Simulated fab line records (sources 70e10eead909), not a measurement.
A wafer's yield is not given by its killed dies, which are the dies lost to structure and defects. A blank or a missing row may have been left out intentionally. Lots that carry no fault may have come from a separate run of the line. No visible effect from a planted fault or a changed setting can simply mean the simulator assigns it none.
The tool behind it: which one? -- flow nand-harc -- 23 lots with 69 wafers sampled at 2 steps, on a route of 1302 steps

WHAT THE GAUGES SHOWED, per wafer
NHARC_A_CHANNEL_HOLE_D1_CD_MEAS_18. Usual: cd-nm 99.8 nm, standard deviation 2.
lot,measured,on,cd-nm (nm),flag
L074,day 8 05:38,cd-sem-01,94.3 98.4 99.1,
L075,day 8 21:35,cd-sem-03,101.6 101.2 102.3,
L076,day 9 06:39,cd-sem-01,101.7 101.6 100.8,
L077,day 9 14:34,cd-sem-02,99.2 100.5 97.7,
L078,day 10 08:04,cd-sem-02,98.2 99.6 96.3,
L080,day 10 21:30,cd-sem-03,101.2 98.2 97.2,
L079,day 10 22:11,cd-sem-01,99.5 98.4 98.3,
L081,day 11 07:11,cd-sem-03,100.7 96.6 98.9,
L082,day 12 03:17,cd-sem-02,101.8 98.5 100.1,
L083,day 12 10:09,cd-sem-01,98.9 102.8 95.6,
L084,day 12 18:29,cd-sem-02,100.5 99.8 103.0,
L086,day 13 11:49,cd-sem-03,99.0 100.3 100.8,
L085,day 13 13:32,cd-sem-01,98.0 102.1 100.6,
L087,day 13 23:47,cd-sem-03,100.1 103.7 100.5,
L088,day 14 16:43,cd-sem-03,102.9 103.0 97.3,
L089,day 14 17:01,cd-sem-03,103.2 99.7 101.2,
L090,day 15 05:23,cd-sem-01,98.0 99.9 98.6,
L091,day 15 17:46,cd-sem-03,99.6 102.2 101.6,
L092,day 15 23:44,cd-sem-02,101.8 98.1 99.6,
L093,day 16 05:20,cd-sem-02,100.4 98.4 100.3,
L094,day 17 08:38,cd-sem-01,99.4 104.5 102.1,
L095,day 17 09:59,cd-sem-02,98.7 100.7 99.7,
L097,day 18 02:35,cd-sem-01,98.8 98.3 98.5,

EACH LOT AND THE TOOL THAT RAN IT (in order: tool; ch and the chambers of the sampled wafers; start)
lot,NHARC_A_CHANNEL_HOLE_D1_DEP_01
L074,"pecvd-04 ch 1,2, day 8 03:38"
L075,"pecvd-01 ch 0,1,2, day 8 19:35"
L076,"pecvd-01 ch 0,1,2, day 9 04:31"
L077,"pecvd-02 ch 1,2, day 9 12:31"
L078,"pecvd-04 ch 0,1,2, day 10 06:09"
L080,"pecvd-01 ch 0,2, day 10 19:28"
L079,"pecvd-04 ch 0,2, day 10 19:52"
L081,"pecvd-01 ch 1,2, day 11 05:11"
L082,"pecvd-04 ch 0,1,2, day 12 01:25"
L083,"pecvd-01 ch 1,2, day 12 07:52"
L084,"pecvd-02 ch 0,2, day 12 16:29"
L086,"pecvd-01 ch 0,1,2, day 13 09:57"
L085,"pecvd-02 ch 0,1, day 13 11:28"
L087,"pecvd-04 ch 0,2, day 13 21:49"
L088,"pecvd-04 ch 0,1,2, day 14 14:44"
L089,"pecvd-01 ch 0,1, day 14 15:00"
L090,"pecvd-01 ch 0,1,2, day 15 03:22"
L091,"pecvd-04 ch 0,1,2, day 15 15:41"
L092,"pecvd-02 ch 0,2, day 15 21:41"
L093,"pecvd-01 ch 0,1,2, day 16 03:27"
L094,"pecvd-02 ch 0,1, day 17 06:45"
L095,"pecvd-04 ch 1,2, day 17 07:58"
L097,"pecvd-01 ch 1,2, day 18 00:23"
- NHARC_A_CHANNEL_HOLE_D1_DEP_01: deposits SiON, target thk 140 nm.

WHAT THE TOOLS THEMSELVES READ (means of the sampled wafers that have a number; where no wafer has one, the mark that the record gives instead)
NHARC_A_CHANNEL_HOLE_D1_DEP_01. Usual: heater-power-w 715 W, standard deviation 77; susceptor-temp-C 400.00 C, standard deviation 0.21.
lot,tool,heater-power-w (W),susceptor-temp-C (C),flag
L074,pecvd-04,689,399.87,
L075,pecvd-01,753,400.11,
L076,pecvd-01,778,400.08,
L077,pecvd-02,579,399.82,
L078,pecvd-04,678,399.99,
L080,pecvd-01,787,399.93,
L079,pecvd-04,661,400.11,
L081,pecvd-01,769,400.03,
L082,pecvd-04,711,400.04,
L083,pecvd-01,737,399.84,
L084,pecvd-02,624,399.79,
L086,pecvd-01,779,400.13,
L085,pecvd-02,629,399.64,
L087,pecvd-04,726,399.90,
L088,pecvd-04,659,400.11,
L089,pecvd-01,791,400.12,
L090,pecvd-01,792,400.11,
L091,pecvd-04,688,400.22,
L092,pecvd-02,675,400.06,
L093,pecvd-01,783,399.96,
L094,pecvd-02,648,400.02,
L095,pecvd-04,622,400.09,
L097,pecvd-01,736,400.14,

THE ANSWER, worked out from the rows above alone
Rule: take the mean of a lot's wafers that have a number; if it is more than 3 standard deviations from the usual mean, the lot is off. A lot without any number at a reading at which 4 lots or more have one is off too. The other lots that the step has rows for count as sound. First the gauges in route order, then the tools' own readings, where a lot's mean is used as printed above. At the first step where some lot is off, the reading lying furthest off is the one used; lots without a number count as furthest.
None of the lots is off at any reading shown; this tells nothing.

WHAT THE SIMULATOR HAD INSERTED
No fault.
